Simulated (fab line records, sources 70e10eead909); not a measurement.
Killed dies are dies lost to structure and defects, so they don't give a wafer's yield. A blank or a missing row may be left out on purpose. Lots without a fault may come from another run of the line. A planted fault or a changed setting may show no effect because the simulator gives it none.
Chamber matching | flow nand_harc | NHARC_A_STAIRCASE_DESCUM_186 on rie_diel-03: 4 sister chambers
The step chemistry O2, time 3 s. 20 wafers are shown with their chamber, then 10 later ones without.

WAFERS WITH THEIR CHAMBER
wafer  | chamber | showerhead_plenum_p_Torr (Torr) | drypump_motor_current_A (A) | oes_product_au (a.u.)
L079.3 | 3       | 1.79                            | 5.3                         | 0.989
L079.4 | 0       | 1.95                            | 5.7                         | 0.982
L079.5 | 0       | 1.95                            | 5.8                         | 0.975
L080.2 | 3       | 1.79                            | 5.3                         | 0.989
L080.3 | 0       | 1.95                            | 5.8                         | 0.987
L080.6 | 2       | 2.05                            | 5.2                         | 1.004
L080.1 | 2       | 2.05                            | 5.2                         | 1.003
L080.4 | 0       | 1.95                            | 5.7                         | 0.990
L080.5 | 3       | 1.79                            | 5.3                         | 1.003
L087.1 | 3       | 1.79                            | 5.3                         | 0.995
L087.2 | 2       | 2.04                            | 5.2                         | 1.009
L087.3 | 2       | 2.04                            | 5.2                         | 1.001
L089.3 | 1       | 2.00                            | 4.8                         | 1.017
L089.4 | 3       | 1.79                            | 5.3                         | 1.003
L089.6 | 3       | 1.79                            | 5.3                         | 1.006
L090.2 | 1       | 2.00                            | 4.8                         | 1.003
L090.4 | 3       | 1.79                            | 5.3                         | 0.997
L090.6 | 1       | 2.00                            | 4.7                         | 1.004
L092.1 | 3       | 1.79                            | 5.3                         | 0.995
L092.3 | 1       | 2.00                            | 4.7                         | 1.010

SIGNATURES (means of the wafers above)
reading                  | chamber 0 | chamber 1 | chamber 2 | chamber 3 | scatter within a chamber
showerhead_plenum_p_Torr | 1.9500    | 2.0000    | 2.0450    | 1.7900    | 0.0025
drypump_motor_current_A  | 5.750     | 4.750     | 5.200     | 5.300     | 0.0354
oes_product_au           | 0.98350   | 1.00850   | 1.00425   | 0.99712   | 0.00601
Rule: a wafer's distance from a chamber is the root of the sum, over the readings, of the square of ((its reading less the chamber's mean) divided by the reading's scatter). The wafer belongs to the nearest chamber; if the next one is less than 2 further off, it can't be placed. The scatter: the root of (the sum of the squares of (reading less its chamber's mean) over the shown wafers, divided by (wafers less chambers)).

WAFERS WITHOUT THEIR CHAMBER
wafer  | showerhead_plenum_p_Torr (Torr) | drypump_motor_current_A (A) | oes_product_au (a.u.)
L092.4 | 2.04                            | 5.2                         | 0.991
L095.2 | 2.04                            | 5.2                         | 0.992
L095.5 | 2.04                            | 5.2                         | 0.992
L095.6 | 1.78                            | 5.3                         | 0.988
L094.1 | 1.78                            | 5.3                         | 0.991
L094.2 | 2.04                            | 5.2                         | 0.994
L094.6 | 2.04                            | 5.2                         | 0.999
L094.3 | 1.99                            | 4.7                         | 1.003
L094.4 | 1.99                            | 4.7                         | 1.002
L094.5 | 1.78                            | 5.3                         | 0.993

WHICH CHAMBER EACH WENT THROUGH
wafer  | from the rows above | in truth
L092.4 | 2                   | 2
L095.2 | 2                   | 2
L095.5 | 2                   | 2
L095.6 | 3                   | 3
L094.1 | 3                   | 3
L094.2 | 2                   | 2
L094.6 | 2                   | 2
L094.3 | 1                   | 1
L094.4 | 1                   | 1
L094.5 | 3                   | 3
Placed correctly: 10 of 10. Can't be placed from these rows: 0. Placed wrongly: 0.
